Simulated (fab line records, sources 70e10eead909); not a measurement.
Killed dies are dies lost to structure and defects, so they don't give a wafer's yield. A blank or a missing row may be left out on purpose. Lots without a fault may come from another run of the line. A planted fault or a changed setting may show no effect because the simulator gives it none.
Chamber matching | flow nand_harc | NHARC_A_STAIRCASE_TRIM_220 on rie_diel-08: 4 sister chambers
The step chemistry O2, time 211.2 s. 7 wafers are shown with their chamber, then 7 later ones without.

WAFERS WITH THEIR CHAMBER
wafer  | chamber | showerhead_plenum_p_Torr (Torr) | drypump_motor_current_A (A)
L078.5 | 0       | 3.57                            | 6.2
L083.6 | 3       | 3.77                            | 5.8
L084.4 | 3       | 3.76                            | 5.8
L084.6 | 0       | 3.56                            | 6.3
L086.3 | 2       | 3.54                            | 5.6
L087.2 | 1       | 3.75                            | 5.9
L087.5 | 1       | 3.75                            | 5.9

WAFERS WITHOUT THEIR CHAMBER
wafer  | showerhead_plenum_p_Torr (Torr) | drypump_motor_current_A (A)
L087.6 | 3.56                            | 6.2
L089.1 | 3.76                            | 5.8
L089.3 | 3.53                            | 5.6
L089.6 | 3.53                            | 5.6
L097.3 | 3.51                            | 5.6
L097.4 | 3.54                            | 6.3
L097.6 | 3.74                            | 5.8

WHICH CHAMBER EACH WENT THROUGH
wafer  | from the rows above     | in truth
L087.6 | 0                       | 0
L089.1 | 3                       | 3
L089.3 | 2                       | 2
L089.6 | 2                       | 2
L097.3 | 2                       | 2
L097.4 | 0                       | 0
L097.6 | can't be placed: 1 or 3 | 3
Placed correctly: 6 of 7. Can't be placed from these rows: 1 (the true chamber is among the candidates in 1). Placed wrongly: 0.
How it was worked out, from the rows above alone: a wafer's distance from a chamber is the root of the sum, over the readings, of the square of ((its reading less the chamber's mean) divided by the reading's scatter). The wafer belongs to the nearest chamber; if the next one is less than 2 further off, it can't be placed. A chamber's mean is the mean of its shown wafers. The scatter: the root of (the sum of the squares of (reading less its chamber's mean) over the shown wafers, divided by (wafers less chambers)).
